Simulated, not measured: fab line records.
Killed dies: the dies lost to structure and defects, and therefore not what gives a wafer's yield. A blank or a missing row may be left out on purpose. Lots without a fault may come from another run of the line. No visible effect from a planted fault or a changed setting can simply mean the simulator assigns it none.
fab line records	flow n5Finfet
record lots=24	wafers=72	lastDay=18
route steps=1938 shown BEOL_M7@1265
lots that met no fault: taken from a fault-free run of the same line
startH: hours from the record's opening day to when the first of the lot's shown wafers began	waitH: time in hours since the lot's previous step	" same as the row above	L1.1+2: one row covering several wafers at once	- value missing, or start not given	* or withheld: withheld	< > ~ a bound
route shown NAME@n: NAME is a module with steps in the file, n the number in the route of the first one	usual: mean and standard deviation over wafers with no fault	same: alike in all rows	chamber/n: place in a boat	sites: readings site by site	_std_site: standard deviation of those values	_edge_site: inner sites' mean taken away from outer sites' mean	radiusMm: how far each site lies from the wafer's centre	mask NAME#n: copy n	behind: the last tool/chamber to shape the wafer	hold: reason for holding the lot/hours on hold/outcome of the hold	device: the n, p or np transistor that did not switch	end of line: tests of these same wafers at the route's end	where a step has no rows: the recipe by itself	killed: count of dies lost to structure and defects at first sort (not the wafer's yield)	map: a wafer's dies, marking killed ones x, the rest . and places with no die _
set.NAME: setting as actually run; set.NAME@STEP: the setting as run at that earlier step	model.NAME: the simulator's own value behind a step, which no gauge read
a sample of lots followed through the steps of the route, with each step as a table and each wafer as a row
services: from which hour (startH, from the record's first day; less than 0 if before it) a tool's chamber was out of use, for how many hours, and why
## steps
# step N5_BEOL_M7_THK_MEAS_01
# recipe reads=SiCOH_lowk_of_BEOL_M7_ILD_DEP_00
# usual M7_ILD_THK=155.5/2.1
lot.wafer	tool	chamber	startH	waitH	M7_ILD_THK[nm]
L074.2	filmMetro-01	-	189.28	0.4	156.3
L074.3	"	-	"	"	152.2
L074.5	"	-	"	"	154.4
L075.2	filmMetro-02	-	206.68	0.4	152.2
L075.4	"	-	"	"	153.4
L075.6	"	-	"	"	157.7
L077.1	filmMetro-01	-	209.89	0.4	154.4
L077.2	"	-	"	"	153.1
L077.3	"	-	"	"	153.3
L076.3	filmMetro-01	-	211.35	0.3	152.2
L076.4	"	-	"	"	158.7
L076.6	"	-	"	"	154.2
L078.1	filmMetro-02	-	211.97	0.4	155.2
L078.2	"	-	"	"	154.2
L078.5	"	-	"	"	159.0
L079.1	filmMetro-01	-	223.63	0.4	154.6
L079.3	"	-	"	"	156.8
L079.5	"	-	"	"	158.1
L080.4	filmMetro-02	-	224.14	0.2	153.9
L080.5	"	-	"	"	155.5
L080.6	"	-	"	"	159.1
L081.2	filmMetro-01	-	236.49	0.4	153.3
L081.3	"	-	"	"	156.3
L081.4	"	-	"	"	157.9
L082.3	filmMetro-02	-	238.44	0.3	154.5
L082.4	"	-	"	"	155.5
L082.6	"	-	"	"	157.7
L084.2	filmMetro-02	-	246.79	0.4	156.6
L084.3	"	-	"	"	153.5
L084.6	"	-	"	"	157.4
L083.1	filmMetro-02	-	255.13	0.4	156.4
L083.4	"	-	"	"	157.2
L083.5	"	-	"	"	158.4
L085.3	filmMetro-01	-	262.89	0.3	151.5
L085.5	"	-	"	"	158.2
L085.6	"	-	"	"	155.0
L088.1	filmMetro-01	-	281.25	0.4	155.2
L088.5	"	-	"	"	160.1
L088.6	"	-	"	"	155.5
L086.2	filmMetro-02	-	283.07	0.4	152.9
L086.3	"	-	"	"	151.8
L086.6	"	-	"	"	156.9
L087.1	filmMetro-02	-	283.26	0.4	153.8
L087.2	"	-	"	"	152.8
L087.5	"	-	"	"	153.7
L089.1	filmMetro-02	-	288.88	0.4	154.5
L089.2	"	-	"	"	155.8
L089.6	"	-	"	"	157.8
L090.1	filmMetro-01	-	293.81	0.4	152.7
L090.4	"	-	"	"	155.7
L090.5	"	-	"	"	154.4
L092.2	filmMetro-01	-	294.17	0.4	154.3
L092.3	"	-	"	"	155.5
L092.6	"	-	"	"	158.7
L091.1	filmMetro-02	-	300.16	0.4	156.1
L091.4	"	-	"	"	158.6
L091.5	"	-	"	"	158.6
L093.2	filmMetro-01	-	311.76	0.4	153.4
L093.5	"	-	"	"	155.4
L093.6	"	-	"	"	156.3
L095.3	filmMetro-01	-	328.05	0.3	153.8
L095.5	"	-	"	"	156.9
L095.6	"	-	"	"	157.2
L094.2	filmMetro-01	-	329.26	0.4	156.5
L094.3	"	-	"	"	154.8
L094.4	"	-	"	"	156.7
L096.3	filmMetro-01	-	330.70	0.3	152.9
L096.4	"	-	"	"	154.7
L096.5	"	-	"	"	154.8
L097.2	filmMetro-02	-	331.83	0.4	152.6
L097.4	"	-	"	"	154.4
L097.5	"	-	"	"	154.0
# step N5_BEOL_M7_OVL_MEAS_12
# recipe pointsPerWafer=44
# usual M7_OVL=-0.6/0.93
lot.wafer	tool	chamber	startH	waitH	M7_OVL[nm]
L074.2	overlay-02	0	190.63	0.0	-1.0
L074.3	"	0	"	"	-0.3
L074.5	"	0	"	"	0.7
L075.2	overlay-02	0	207.99	0.0	1.4
L075.4	"	0	"	"	1.6
L075.6	"	0	"	"	1.9
L077.1	overlay-01	0	210.39	0.0	-1.7
L077.2	"	0	"	"	-0.4
L077.3	"	0	"	"	-0.7
L076.3	overlay-01	0	212.76	0.0	-1.9
L076.4	"	0	"	"	-0.6
L076.6	"	0	"	"	-0.4
L078.1	overlay-01	0	213.06	0.0	0.0
L078.2	"	0	"	"	-0.1
L078.5	"	0	"	"	0.4
L079.1	overlay-02	0	227.49	0.0	-0.2
L079.3	"	0	"	"	-1.1
L079.5	"	0	"	"	-1.7
L080.4	overlay-02	0	227.53	0.0	-1.9
L080.5	"	0	"	"	-1.3
L080.6	"	0	"	"	-2.0
L081.2	overlay-01	0	238.29	0.0	-1.8
L081.3	"	0	"	"	-1.7
L081.4	"	0	"	"	-0.8
L082.3	overlay-02	0	239.34	0.0	0.7
L082.4	"	0	"	"	0.0
L082.6	"	0	"	"	-1.6
L084.2	overlay-01	0	248.48	0.0	0.4
L084.3	"	0	"	"	0.6
L084.6	"	0	"	"	1.0
L083.1	overlay-01	0	256.13	0.0	-1.1
L083.4	"	0	"	"	-0.8
L083.5	"	0	"	"	-0.3
L085.3	overlay-01	0	267.45	0.0	0.1
L085.5	"	0	"	"	-0.8
L085.6	"	0	"	"	-1.4
L088.1	overlay-02	0	283.07	0.0	-1.1
L088.5	"	0	"	"	-1.7
L088.6	"	0	"	"	-1.7
L086.2	overlay-01	0	284.23	0.0	0.7
L086.3	"	0	"	"	1.4
L086.6	"	0	"	"	-0.9
L087.1	overlay-01	0	284.39	0.0	-0.1
L087.2	"	0	"	"	-0.8
L087.5	"	0	"	"	-0.9
L089.1	overlay-02	0	289.55	0.0	-2.0
L089.2	"	0	"	"	-0.6
L089.6	"	0	"	"	-0.7
L090.1	overlay-02	0	295.90	0.0	-1.3
L090.4	"	0	"	"	-0.4
L090.5	"	0	"	"	-1.1
L092.2	overlay-02	0	296.07	0.0	1.8
L092.3	"	0	"	"	0.2
L092.6	"	0	"	"	0.4
L091.1	overlay-01	0	301.37	0.0	-0.4
L091.4	"	0	"	"	-0.4
L091.5	"	0	"	"	-0.7
L093.2	overlay-02	0	314.40	0.0	-1.0
L093.5	"	0	"	"	-0.5
L093.6	"	0	"	"	-1.1
L095.3	overlay-01	0	329.83	0.0	-1.3
L095.5	"	0	"	"	-1.2
L095.6	"	0	"	"	-2.4
L094.2	overlay-01	0	330.19	0.0	-1.1
L094.3	"	0	"	"	-0.3
L094.4	"	0	"	"	-1.0
L096.3	overlay-02	0	333.10	0.0	-2.2
L096.4	"	0	"	"	-1.4
L096.5	"	0	"	"	-0.8
L097.2	overlay-01	0	333.26	0.0	-0.1
L097.4	"	0	"	"	-0.7
L097.5	"	0	"	"	-0.8
# step N5_BEOL_M7_INSPECT_13
# recipe mode=adi	inspectInstrument=brightfield
# usual rawDefectCount=376/91
lot.wafer	tool	chamber	startH	waitH	rawDefectCount
L074.2	defectInspect-02	-	190.65	0.0	372
L074.3	"	-	"	"	331
L074.5	"	-	"	"	411
L075.2	defectInspect-01	-	208.01	0.0	479
L075.4	"	-	"	"	553
L075.6	"	-	"	"	482
L077.1	defectInspect-02	-	210.42	0.0	278
L077.2	"	-	"	"	331
L077.3	"	-	"	"	494
L076.3	defectInspect-02	-	212.78	0.0	361
L076.4	"	-	"	"	302
L076.6	"	-	"	"	380
L078.1	defectInspect-01	-	213.08	0.0	283
L078.2	"	-	"	"	381
L078.5	"	-	"	"	398
L079.1	defectInspect-01	-	227.51	0.0	293
L079.3	"	-	"	"	410
L079.5	"	-	"	"	397
L080.4	defectInspect-02	-	227.55	0.0	364
L080.5	"	-	"	"	318
L080.6	"	-	"	"	262
L081.2	defectInspect-01	-	238.31	0.0	489
L081.3	"	-	"	"	504
L081.4	"	-	"	"	442
L082.3	defectInspect-02	-	239.37	0.0	367
L082.4	"	-	"	"	359
L082.6	"	-	"	"	347
L084.2	defectInspect-02	-	248.50	0.0	277
L084.3	"	-	"	"	248
L084.6	"	-	"	"	276
L083.1	defectInspect-01	-	256.15	0.0	468
L083.4	"	-	"	"	552
L083.5	"	-	"	"	425
L085.3	defectInspect-01	-	267.47	0.0	325
L085.5	"	-	"	"	425
L085.6	"	-	"	"	496
L088.1	defectInspect-02	-	283.09	0.0	547
L088.5	"	-	"	"	329
L088.6	"	-	"	"	358
L086.2	defectInspect-02	-	284.25	0.0	506
L086.3	"	-	"	"	256
L086.6	"	-	"	"	354
L087.1	defectInspect-02	-	284.42	0.0	310
L087.2	"	-	"	"	356
L087.5	"	-	"	"	431
L089.1	defectInspect-02	-	289.58	0.0	320
L089.2	"	-	"	"	338
L089.6	"	-	"	"	320
L090.1	defectInspect-02	-	295.93	0.0	355
L090.4	"	-	"	"	482
L090.5	"	-	"	"	302
L092.2	defectInspect-02	-	296.09	0.0	288
L092.3	"	-	"	"	304
L092.6	"	-	"	"	357
L091.1	defectInspect-02	-	301.39	0.0	279
L091.4	"	-	"	"	389
L091.5	"	-	"	"	254
L093.2	defectInspect-01	-	314.42	0.0	533
L093.5	"	-	"	"	443
L093.6	"	-	"	"	451
L095.3	defectInspect-01	-	329.86	0.0	314
L095.5	"	-	"	"	389
L095.6	"	-	"	"	351
L094.2	defectInspect-01	-	330.22	0.0	399
L094.3	"	-	"	"	427
L094.4	"	-	"	"	400
L096.3	defectInspect-01	-	333.13	0.0	384
L096.4	"	-	"	"	434
L096.5	"	-	"	"	352
L097.2	defectInspect-02	-	333.29	0.0	435
L097.4	"	-	"	"	421
L097.5	"	-	"	"	453
# step N5_BEOL_M7_ETCH_61
# recipe chemistry=CF4	target=SiARC	targetDepthA=455	maskMaterial=CAR-ArF	timeS=75.8	ionEnergyEv=80	pressureMtorr=40	sourceW=545	biasW=36	Ar_flow_sccm=100	cf4FlowSccm=100	ends=cleared
# usual drypumpMotorCurrentA=5.6/0.45	etchRfOnTimeS=75.4/1.8	oesProductAu=0.68/0.073	rfFwdPowerW=538.7/2.1	rfVppV=183.9/1.2	showerheadPlenumPTorr=2.14/0.077	throttleValvePct=15.57/0.26
lot.wafer	tool	chamber	startH	waitH	drypumpMotorCurrentA	etchRfOnTimeS	oesProductAu	rfFwdPowerW	rfHoursCounterH	rfVppV	showerheadPlenumPTorr	throttleValvePct
L074.2	rieDiel-03	1	191.60	0.0	4.9	73.0	0.84	538.0	7	184.8	2.19	15.42
L074.3	"	3	"	"	5.9	75.2	0.76	534.3	27	183.8	2.19	15.49
L074.5	"	3	"	"	5.9	75.7	0.76	537.4	-	183.5	2.19	15.47
L075.2	rieDiel-05	3	208.08	0.0	5.4	73.7	0.70	540.8	86	183.8	2.15	15.61
L075.4	"	2	"	"	5.8	76.5	0.63	535.8	147	183.8	2.14	15.76
L075.6	"	0	"	"	6.1	76.2	0.78	541.5	-	183.2	2.10	15.14
L077.1	rieDiel-05	1	210.60	0.0	5.5	75.0	0.63	538.4	175	181.7	2.04	15.42
L077.2	"	0	"	"	6.1	75.5	0.78	540.6	36	183.5	2.10	15.14
L077.3	"	2	"	"	5.8	75.8	0.62	538.1	148	183.1	2.14	15.75
L076.3	rieDiel-04	1	212.98	0.0	5.1	76.4	0.57	540.4	245	183.6	2.10	15.76
L076.4	"	3	"	"	5.4	76.6	0.72	539.9	44	184.6	2.28	15.15
L076.6	"	1	"	"	5.0	76.3	0.57	536.2	-	182.7	2.10	15.77
L078.1	rieDiel-03	0	213.27	0.0	5.8	77.8	0.60	539.8	184	185.1	2.21	16.03
L078.2	"	3	"	"	5.9	74.5	0.76	537.9	34	184.1	2.19	15.50
L078.5	"	0	"	"	5.8	78.1	0.61	540.5	-	184.4	2.21	16.04
L079.1	rieDiel-04	3	227.58	0.0	5.4	76.6	0.71	538.8	47	184.3	2.28	15.14
L079.3	"	1	"	"	5.0	76.3	0.56	537.1	248	184.1	2.10	15.77
L079.5	"	2	"	"	5.0	75.2	0.64	540.9	-	182.4	2.04	15.60
L080.4	rieDiel-05	3	227.62	0.0	5.4	74.3	0.70	536.2	91	184.2	2.15	15.63
L080.5	"	0	"	"	6.1	76.4	0.77	539.4	-	183.6	2.10	15.15
L080.6	"	3	"	"	5.4	75.3	0.68	534.0	-	185.5	2.15	15.61
L081.2	rieDiel-03	0	238.38	0.0	5.8	78.0	0.60	537.2	193	184.2	2.21	16.05
L081.3	"	1	"	"	4.9	72.7	0.80	537.7	22	183.6	2.19	15.43
L081.4	"	3	"	"	5.9	74.4	0.74	537.3	42	183.7	2.19	15.51
L082.3	rieDiel-03	2	239.44	0.0	6.0	77.5	0.59	538.3	234	182.5	2.03	15.69
L082.4	"	3	"	"	5.9	74.7	0.74	536.7	42	184.4	2.19	15.51
L082.6	"	0	"	"	5.8	77.7	0.60	536.9	-	185.6	2.21	16.04
L084.2	rieDiel-03	3	248.71	0.0	5.9	74.2	0.74	537.3	45	184.5	2.19	15.51
L084.3	"	2	"	"	6.0	77.4	0.59	540.4	238	183.6	2.03	15.68
L084.6	"	3	"	"	5.9	74.6	0.74	539.9	-	185.6	2.19	15.48
L083.1	rieDiel-04	0	256.22	0.0	6.3	73.0	0.72	541.8	69	183.4	2.07	15.72
L083.4	"	2	"	"	5.0	75.0	0.63	540.7	198	183.7	2.04	15.63
L083.5	"	3	"	"	5.4	76.4	0.71	541.8	-	185.6	2.27	15.19
L085.3	rieDiel-04	2	267.54	0.0	5.0	73.8	0.64	540.0	201	184.0	2.04	15.63
L085.5	"	0	"	"	6.3	73.2	0.71	543.0	-	182.2	2.07	15.70
L085.6	"	3	"	"	5.4	76.1	0.71	538.6	-	185.8	2.27	15.19
L088.1	rieDiel-03	1	283.16	0.0	4.9	74.3	0.76	538.4	36	184.8	2.18	15.48
L088.5	"	2	"	"	6.0	79.0	0.57	539.3	-	183.8	2.03	15.72
L088.6	"	1	"	"	4.9	73.4	0.76	539.0	-	183.8	2.18	15.48
L086.2	rieDiel-03	3	284.39	0.0	5.9	74.9	0.73	538.9	56	184.4	2.18	15.52
L086.3	"	2	"	"	6.0	78.8	0.58	540.5	250	182.0	2.03	15.72
L086.6	"	0	"	"	5.8	78.2	0.59	538.2	-	184.4	2.21	16.08
L087.1	rieDiel-05	1	284.53	0.0	5.5	76.6	0.61	539.7	191	182.4	2.03	15.43
L087.2	"	0	"	"	6.1	75.9	0.74	542.6	56	182.5	2.09	15.18
L087.5	"	2	"	"	5.8	77.4	0.61	537.4	-	182.6	2.13	15.79
L089.1	rieDiel-04	3	289.64	0.0	5.4	76.7	0.70	542.1	67	185.0	2.27	15.21
L089.2	"	2	"	"	5.0	74.7	0.62	539.4	208	182.6	2.03	15.65
L089.6	"	0	"	"	6.3	73.8	0.70	539.7	-	183.1	2.07	15.72
L090.1	rieDiel-04	2	296.00	0.0	5.0	74.2	0.62	538.7	210	182.4	2.03	15.65
L090.4	"	3	"	"	5.4	75.8	0.69	540.3	69	182.9	2.27	15.20
L090.5	"	2	"	"	5.0	73.7	0.62	536.8	-	181.3	2.03	15.67
L092.2	rieDiel-03	0	296.16	0.0	5.8	78.1	0.59	537.0	211	185.6	2.21	16.09
L092.3	"	3	"	"	5.9	74.4	0.73	537.4	61	185.8	2.18	15.53
L092.6	"	0	"	"	5.8	78.2	0.59	536.4	-	183.3	2.21	16.10
L091.1	rieDiel-05	0	301.76	0.0	6.1	76.2	0.74	538.4	64	182.5	2.09	15.20
L091.4	"	0	"	"	6.1	76.2	0.74	538.2	-	182.4	2.09	15.22
L091.5	"	1	"	"	5.5	76.2	0.61	540.4	-	183.1	2.03	15.44
L093.2	rieDiel-04	0	314.74	0.0	6.3	72.8	0.70	540.6	86	183.9	2.07	15.73
L093.5	"	1	"	"	5.0	74.5	0.77	537.6	-	184.1	2.09	15.30
L093.6	"	0	"	"	6.3	72.7	0.70	543.8	-	183.9	2.07	15.72
L095.3	rieDiel-04	3	329.92	0.0	5.4	75.9	0.69	541.2	80	185.5	2.27	15.22
L095.5	"	3	"	"	5.4	76.7	0.67	539.6	-	185.2	2.26	15.22
L095.6	"	2	"	"	5.0	73.9	0.62	537.8	-	182.3	2.03	15.68
L094.2	rieDiel-03	1	330.51	0.0	4.9	74.0	0.74	537.7	52	185.0	2.18	15.49
L094.3	"	3	"	"	5.9	74.6	0.71	535.4	73	186.3	2.18	15.56
L094.4	"	2	"	"	6.0	78.8	0.80	538.2	7	185.4	2.28	15.23
L096.3	rieDiel-04	3	333.48	0.0	5.4	75.8	0.68	539.8	82	185.1	2.26	15.24
L096.4	"	2	"	"	5.0	74.2	0.62	535.7	218	183.8	2.03	15.68
L096.5	"	0	"	"	6.3	72.5	0.70	541.8	-	182.6	2.06	15.75
L097.2	rieDiel-03	3	333.60	0.0	5.9	74.3	0.72	537.6	74	183.4	2.18	15.56
L097.4	"	2	"	"	6.0	78.2	0.80	540.1	8	186.8	2.28	15.24
L097.5	"	3	"	"	5.9	74.7	0.71	537.2	-	184.5	2.18	15.56
# step N5_BEOL_M7_CURE_75
# recipe tempC=370	timeS=120	ambient=DMADMS/He	material=SiCOH_lowk
# usual lampPowerPct=52.31/0.055	wafer_temp_C_max=371.7/0.44
# same timeS=120
lot.wafer	tool	chamber	startH	waitH	lampPowerPct	wafer_temp_C_max
L074.2	uvCure-01	2	193.27	0.1	52.36	371.3
L074.3	"	2	"	"	52.37	371.2
L074.5	"	2	"	"	52.33	371.0
L075.2	uvCure-01	0	209.85	0.1	52.29	370.8
L075.4	"	0	"	"	52.32	372.7
L075.6	"	0	"	"	52.22	371.9
L077.1	uvCure-01	2	212.08	0.0	52.25	371.5
L077.2	"	2	"	"	52.30	371.3
L077.3	"	2	"	"	52.24	371.0
L078.1	uvCure-01	2	216.22	0.0	52.38	371.4
L078.2	"	2	"	"	52.32	370.9
L078.5	"	2	"	"	52.34	371.0
L076.3	uvCure-03	2	216.52	0.1	52.31	372.1
L076.4	"	2	"	"	52.26	371.6
L076.6	"	2	"	"	52.35	371.6
L079.1	uvCure-03	2	230.60	0.0	52.34	372.0
L079.3	"	2	"	"	52.31	371.6
L079.5	"	2	"	"	52.28	371.8
L080.4	uvCure-03	2	231.05	0.4	52.35	372.1
L080.5	"	2	"	"	52.29	372.6
L080.6	"	2	"	"	52.43	371.7
L081.2	uvCure-03	2	242.07	0.2	52.39	372.7
L081.3	"	2	"	"	52.20	371.6
L081.4	"	2	"	"	52.28	371.9
L082.3	uvCure-01	2	242.56	0.3	52.41	371.4
L082.4	"	2	"	"	52.29	371.2
L082.6	"	2	"	"	52.18	371.1
L084.2	uvCure-01	0	251.06	0.1	52.24	371.4
L084.3	"	0	"	"	52.32	372.1
L084.6	"	0	"	"	52.30	371.3
L083.1	uvCure-03	1	258.35	0.3	52.44	371.9
L083.4	"	1	"	"	52.28	371.3
L083.5	"	1	"	"	52.38	371.6
L085.3	uvCure-03	2	273.21	0.2	52.31	371.5
L085.5	"	2	"	"	52.28	371.2
L085.6	"	2	"	"	52.37	371.7
L088.1	uvCure-03	1	287.28	0.0	52.36	371.9
L088.5	"	1	"	"	52.33	372.1
L088.6	"	1	"	"	52.41	371.5
L087.1	uvCure-02	1	287.67	0.0	52.35	371.7
L087.2	"	1	"	"	52.38	371.2
L087.5	"	1	"	"	52.34	371.5
L086.2	uvCure-01	0	287.95	0.1	52.24	372.3
L086.3	"	0	"	"	52.31	372.0
L086.6	"	0	"	"	52.23	371.8
L089.1	uvCure-01	0	291.87	0.0	52.25	372.2
L089.2	"	0	"	"	52.33	372.6
L089.6	"	0	"	"	52.25	371.6
L090.1	uvCure-01	1	298.90	0.0	52.36	371.3
L090.4	"	1	"	"	52.27	371.7
L090.5	"	1	"	"	52.36	371.4
L092.2	uvCure-03	1	299.03	0.1	52.31	372.4
L092.3	"	1	"	"	52.39	372.0
L092.6	"	1	"	"	52.41	372.0
L091.1	uvCure-03	1	304.76	0.2	52.37	371.6
L091.4	"	1	"	"	52.33	371.5
L091.5	"	1	"	"	52.30	372.3
L093.2	uvCure-02	2	316.43	0.1	52.34	371.8
L093.5	"	2	"	"	52.34	371.6
L093.6	"	2	"	"	52.46	372.3
L095.3	uvCure-03	0	332.53	0.1	52.26	371.3
L095.5	"	0	"	"	52.25	371.2
L095.6	"	0	"	"	52.22	372.0
L094.2	uvCure-02	0	332.93	0.1	52.30	372.4
L094.3	"	0	"	"	52.37	371.6
L094.4	"	0	"	"	52.34	371.7
L097.2	uvCure-03	0	336.34	0.1	52.40	372.5
L097.4	"	0	"	"	52.30	372.1
L097.5	"	0	"	"	52.30	371.9
L096.3	uvCure-01	2	336.93	0.1	52.25	371.4
L096.4	"	2	"	"	52.29	371.0
L096.5	"	2	"	"	52.33	371.1
# step N5_BEOL_M7_SURFACE_TREAT_79
# recipe gas=Ar	timeS=*	ionEnergyEv=*	ionCurrentMaCm2=0.5	pressureMtorr=*	arFlowSccm=30
# usual throttleValvePct=*
# same timeS=*
lot.wafer	tool	chamber	startH	waitH	throttleValvePct
L074.2	pvdSputter-02	-	194.33	0.3	*
L074.3	"	-	"	"	*
L074.5	"	-	"	"	*
L075.2	pvdSputter-03	-	210.84	0.2	*
L075.4	"	-	"	"	*
L075.6	"	-	"	"	*
L077.1	pvdSputter-02	-	213.11	0.3	*
L077.2	"	-	"	"	*
L077.3	"	-	"	"	*
L078.1	pvdSputter-02	-	217.04	0.2	*
L078.2	"	-	"	"	*
L078.5	"	-	"	"	*
L076.3	pvdSputter-03	-	217.32	0.2	*
L076.4	"	-	"	"	*
L076.6	"	-	"	"	*
L079.1	pvdSputter-01	-	232.38	0.2	*
L079.3	"	-	"	"	*
L079.5	"	-	"	"	*
L080.4	pvdSputter-02	-	232.57	0.2	*
L080.5	"	-	"	"	*
L080.6	"	-	"	"	*
L081.2	pvdSputter-03	-	242.84	0.2	*
L081.3	"	-	"	"	*
L081.4	"	-	"	"	*
L082.3	pvdSputter-03	-	243.74	0.2	*
L082.4	"	-	"	"	*
L082.6	"	-	"	"	*
L084.2	pvdSputter-03	-	251.87	0.3	*
L084.3	"	-	"	"	*
L084.6	"	-	"	"	*
L083.1	pvdSputter-02	-	260.42	1.4	*
L083.4	"	-	"	"	*
L083.5	"	-	"	"	*
L085.3	pvdSputter-03	-	273.96	0.2	*
L085.5	"	-	"	"	*
L085.6	"	-	"	"	*
L088.1	pvdSputter-01	-	288.20	0.3	*
L088.5	"	-	"	"	*
L088.6	"	-	"	"	*
L087.1	pvdSputter-01	-	288.94	0.2	*
L087.2	"	-	"	"	*
L087.5	"	-	"	"	*
L086.2	pvdSputter-01	-	288.98	0.2	*
L086.3	"	-	"	"	*
L086.6	"	-	"	"	*
L089.1	pvdSputter-01	-	292.58	0.2	*
L089.2	"	-	"	"	*
L089.6	"	-	"	"	*
L090.1	pvdSputter-02	-	299.92	0.2	*
L090.4	"	-	"	"	*
L090.5	"	-	"	"	*
L092.2	pvdSputter-03	-	300.31	0.2	*
L092.3	"	-	"	"	*
L092.6	"	-	"	"	*
L091.1	pvdSputter-01	-	306.98	0.2	*
L091.4	"	-	"	"	*
L091.5	"	-	"	"	*
L093.2	pvdSputter-03	-	317.54	0.3	*
L093.5	"	-	"	"	*
L093.6	"	-	"	"	*
L095.3	pvdSputter-03	-	333.42	0.3	*
L095.5	"	-	"	"	*
L095.6	"	-	"	"	*
L094.2	pvdSputter-02	-	333.89	0.2	*
L094.3	"	-	"	"	*
L094.4	"	-	"	"	*
L097.2	pvdSputter-02	-	337.37	0.3	*
L097.4	"	-	"	"	*
L097.5	"	-	"	"	*
L096.3	pvdSputter-02	-	338.25	0.4	*
L096.4	"	-	"	"	*
L096.5	"	-	"	"	*
## services
tool	chamber	startH	hours	kind
uvCure-02	-	180.80	2.1	pm
uvCure-01	-	191.04	1.0	pm
rieDiel-04	-	199.56	1.0	repair
uvCure-02	-	208.82	53.7	repair
rieDiel-04	1	231.91	-	clean
rieDiel-04	1	231.91	-	consumableReplace:focusRing
rieDiel-04	1	231.91	14.9	scheduledDown
rieDiel-04	1	231.91	14.9	ventCycle
rieDiel-05	-	243.98	0.4	repair
rieDiel-05	1	248.26	8.4	repair
uvCure-02	-	262.56	5.0	pm
rieDiel-05	-	265.91	4.3	pm
rieDiel-05	-	283.06	1.3	repair
rieDiel-03	2	284.87	-	clean
rieDiel-03	2	284.87	-	consumableReplace:focusRing
rieDiel-03	2	284.87	-	consumableReplace:showerhead
rieDiel-03	2	284.87	22.5	scheduledDown
rieDiel-03	2	284.87	22.5	ventCycle
uvCure-03	-	289.73	2.1	pm
uvCure-01	-	304.10	7.5	pm
rieDiel-04	2	310.40	11.5	repair
uvCure-02	-	322.80	7.5	pm
uvCure-02	-	333.77	3.1	repair
## key
fault none
